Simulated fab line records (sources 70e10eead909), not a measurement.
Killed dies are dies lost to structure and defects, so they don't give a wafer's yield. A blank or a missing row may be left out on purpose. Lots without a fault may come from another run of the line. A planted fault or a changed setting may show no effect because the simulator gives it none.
A lot that was struck, set against a sound lot || flow nandHarc || 14 out of 1302 route steps
Sound: these wafers, L616.1, L616.4, L616.5. Wafers L618.1, L618.5, L618.6 were the ones struck. Last of all comes the cause.
For every step that has rows: the tool of each side, followed by ch and its chambers, followed by its first start. Under that, the readings that differ: sound wafers || struck wafers || difference of the means || sigmas: that difference in standard deviations of wafers without a fault.
alike: words and numbers the same on both sides, and readings whose means are apart by under 2 such deviations; not compared: readings that were withheld, readings missing a value for some wafer, numbers with overlapping values and no deviation given by the record, and bounds like >300 which may hide the same value.
Wherever a step has rows on one side only, a row that says differs or no value, or a row with sigmas, the two part there. Non-overlapping numbers with no deviation appear without sigmas and do not part them. A reading missing from all wafers of one side parts the sides only when that side holds two or more wafers.

NHARC_P_M1_CMP_23: polishes, t overpolish 20 s, target thk 157.82 nm.
  sound on cmp-02 ch 1,3, day 12 11:46; struck on cmp-02 ch 0,3, day 13 10:16
  alike: edgeZonePressureFrac, motorCurrentA, timeToEndpointS
NHARC_P_M1_THK_MEAS_24: measures by xrf.
  sound: filmMetro-02 at day 12 12:04; struck: filmMetro-02 at day 13 10:35
  alike: thkNm
next, for these wafers, 1 step has no rows: NHARC_P_M1_SRD_25.
NHARC_P_M1_INSPECT_27:
  sound: defectInspect-02 at day 12 12:13; struck: defectInspect-02 at day 13 10:44
  alike: rawDefectCount
NHARC_P_M1_PRE_CLEAN_32: time 12 s.
  sound on pecvd-02 ch 0,1, day 12 12:41; struck on pecvd-04 ch 0,2, day 13 10:50
  alike: heaterPowerW
  not compared: sinceWetCleanH
NHARC_P_M1_DEP_33: deposits SiCN, target thk 30 nm.
  sound on pecvd-02 ch 0,1, day 12 12:49; struck on pecvd-04 ch 0,2, day 13 10:58
  alike: heaterPowerW
  not compared: sinceWetCleanH
then, 5 steps without rows for these wafers: NHARC_P_M2_DEP_00 (deposits SiOC, target thk 182.5 nm); NHARC_P_M2_DEHYDRATE_01 (time 120 s); NHARC_P_M2_HMDS_02 (time 30 s); NHARC_P_M2_COAT_34 (time 65 s); NHARC_P_M2_COAT_03 (resist thk 90 nm).
NHARC_P_M2_SOFTBAKE_04: time 55 s.
  sound on lithoTrack-01 ch 0, day 12 13:00; struck on lithoTrack-04 ch 0, day 13 11:00
{"reading": "heaterPowerTotalW (W)", "sound": "188.34 188.48 188.47", "struck": "197.68 197.64 197.51", "difference": "+9.18", "sigmas": "+71"}
next, for these wafers, 1 step has no rows: NHARC_P_M2_EBR_05.
-- jump in the record: it breaks off in module P_M2 and resumes in module END (first step shown: number 1302 of the route), and 18 days separate the struck wafers' starts before and after --
NHARC_END_SORT_01:
  only the struck wafers appear in the record here, on prober-02 ch 0 at day 31 03:44; the sound ones have no rows

WHERE THEY PART
At NHARC_P_M2_SOFTBAKE_04 first; at NHARC_END_SORT_01 last (within this record only).

WHY: what the simulator had put in
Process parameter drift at NHARC_P_M2_SOFTBAKE_04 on lithoTrack-04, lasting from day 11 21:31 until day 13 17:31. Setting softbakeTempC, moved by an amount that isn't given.
